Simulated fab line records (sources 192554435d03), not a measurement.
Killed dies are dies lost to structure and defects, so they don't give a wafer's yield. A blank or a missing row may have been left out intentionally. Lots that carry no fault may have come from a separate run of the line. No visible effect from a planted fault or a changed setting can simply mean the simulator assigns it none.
A struck lot beside a sound one / flow n5-finfet / 39 out of 1938 route steps
Sound: the wafers L355.1, L355.3, L355.6. Struck: wafer L364.4. (L364.1, L364.2 of the same lot were not struck and are left out.) The cause comes at the end.
Per side, at each step with rows, come the tool, then ch with its chambers, and then its first start. Under that, the readings that differ: sound wafers / struck wafers / difference of the means / sigmas: that difference in standard deviations of wafers without a fault.
alike: a reading whose means differ by less than 2 such deviations, as well as words and numbers matching on both sides. not compared: withheld readings; readings where some wafer has no value; bounds like >300 that might hide an equal value; numbers whose values overlap and for which the record gives no deviation.
A row with sigmas, a row that says differs or no value, or rows on one side alone: a step with any of these is where the two part. Numbers that don't overlap but have no deviation are shown without sigmas and don't part them. Lack of a reading on every wafer of one side parts them only where that side has two or more wafers.

first, 12 steps without rows for these wafers: N5_SDB_ETCH_18 (etches SOC in N2/H2, target depth 100 nm, overetch 20 nm, time 150 s); N5_SDB_STRIP_19 (strips in N2/H2); N5_SDB_STRIP_21 (strips in CF4); N5_SDB_HM_OPEN_20 (chemistry CH3F/O2, target SiNx, stops on poly-Si, target depth 24 nm); N5_SDB_STRIP_22 (strips in N2/H2); N5_SDB_PRECLEAN_23 (cleans in dHF, time 30 s); N5_SDB_DUMMY_REMOVE_24 (chemistry TMAH, target poly-Si, stops on SiO2, target depth 142 nm, time 57 s, rinse time 30 s); N5_SDB_ETCH_25 (etches SiO2 in C4F6/O2, target depth 10 nm, time 3.3 s); N5_SDB_CUT_ETCH_26 (etches Si in HBr/Cl2/O2, target depth 129.6 nm, bt time 20 s, time 51.8 s); N5_SDB_PRECLEAN_38 (cleans in dHF, time 10 s); N5_SDB_PRECLEAN_39 (cleans in O3/DIW, time 45 s); N5_SDB_SRD_28 (time 30 s).
N5_SDB_ALD_29: deposits SiNx, target thk 30 nm, pulse time 1 s, ald cycles 600.
  sound on ald-sin-04 ch 1,2,3, day 5 02:13; struck on ald-sin-04 ch 1, day 7 11:37
reading=ald-cycles; sound=600 600 600; struck=421; difference=-179; sigmas=
reading=model.SiNx_of_SDB_ALD_29.thk-nm (nm); sound=30.2 30.2 30; struck=21.2; difference=-8.9; sigmas=
  alike: heater-power-w, precursor-pulse-height-rel
then, 23 steps without rows for these wafers: N5_SDB_CMP_30 (polishes, stops on poly-Si, t overpolish 1.54 s, target thk 30 nm); N5_DUMMY_REMOVAL_HM_STRIP_01 (strips SiNx in CH3F/O2, stops on poly-Si, target depth 4 nm, time 6.8 s); N5_DUMMY_REMOVAL_STRIP_10 (strips in N2/H2, time 40 s); N5_DUMMY_REMOVAL_PRECLEAN_07 (cleans in dHF, time 30 s); N5_DUMMY_REMOVAL_DUMMY_REMOVE_02 (chemistry TMAH, target poly-Si, stops on SiO2, target depth 142 nm, time 57 s, rinse time 30 s); N5_DUMMY_REMOVAL_PRECLEAN_08 (cleans in NF3:NH3, afs cycles 2, time 20 s, sublimation time 60 s); N5_DUMMY_REMOVAL_PRECLEAN_04 (cleans in DHF, time 37 s); N5_DUMMY_REMOVAL_SRD_05 (time 30 s); N5_HKMG_FIN_IL_REGROW_00 (material SiO2, chemistry O3, target thk 0.75 nm, time 30 s); N5_HKMG_FIN_HK_ALD_01 (deposits HfO2, target thk 1.6 nm, pulse time 3 s, purge time 3 s); N5_HKMG_FIN_HK_ANNEAL_02 (time 30 s); N5_HKMG_FIN_ALD_74 (deposits La2O3, target thk 0.5 nm, pulse time 6 s, co reactant pulse time 1 s); N5_HKMG_FIN_ALD_75 (deposits Al2O3, target thk 1 nm, co reactant pulse time 1 s); N5_HKMG_FIN_COAT_41 (time 60 s, resist thk 300 nm); N5_HKMG_FIN_COAT_42 (time 60 s, resist thk 35 nm); N5_HKMG_FIN_COAT_43 (resist thk 90 nm); N5_HKMG_FIN_EBR_45; N5_HKMG_FIN_SOFTBAKE_44 (time 60 s); N5_HKMG_FIN_EXPOSE_46 (exposes mask NDIPOLE); N5_HKMG_FIN_PEB_47 (peb time 60 s); N5_HKMG_FIN_DEVELOP_48 (develop time 30 s); N5_HKMG_FIN_DESCUM_53 (chemistry O2, time 7.9 s); N5_HKMG_FIN_ETCH_54 (etches SiARC in CF4, target depth 45.5 nm, time 75.8 s).
N5_GATE_CUT_ETCH_58: etches SiNx in CH3F/O2, target depth 17 nm, time 128.6 s.
  sound on rie-diel-01 ch 1,2,3, day 5 15:49; struck on rie-diel-05 ch 0, day 8 02:08
reading=model.SiNx_of_SDB_ALD_29.thk-nm (nm); sound=24.6 24.8 24.6; struck=17.4; difference=-7.3; sigmas=
  alike: drypump-motor-current-A, oes-product-au, rf-vpp-V, showerhead-plenum-p-Torr, throttle-valve-pct
  not compared: rf-hours-counter-h
-- record jumps: 4 days separate the struck wafers' starts on either side; left off in module GATE_CUT, taken up again in module BEOL_M4, whose first shown step is the route's number 1111 --
N5_BEOL_M4_RC_MEAS_101:
  sound on prober-02 ch 0, day 9 02:07; struck on prober-02 ch 0, day 12 03:46
reading=DIBL_N (mV/V); sound=37.6 36.3 37.0; struck=33.8; difference=-3.2; sigmas=-2
reading=IOFF_N (nA/um); sound=0.199 0.172 0.174; struck=0.122; difference=-0.060; sigmas=-2
reading=SS_N (mV/dec); sound=72.6 71.5 72.3; struck=70.7; difference=-1.4; sigmas=-2
  alike: DIBL_P, IOFF_P, ION_N, ION_P, SS_P, VT_N, VT_P
N5_PASSIVATION_PROBE_49:
  the record has rows for the sound wafers here (prober-01, day 13 17:48) and none for the struck ones

WHERE THEY PART
Last at N5_PASSIVATION_PROBE_49 as far as this record goes, first at N5_BEOL_M4_RC_MEAS_101.

WHY: what had been put in by the simulator
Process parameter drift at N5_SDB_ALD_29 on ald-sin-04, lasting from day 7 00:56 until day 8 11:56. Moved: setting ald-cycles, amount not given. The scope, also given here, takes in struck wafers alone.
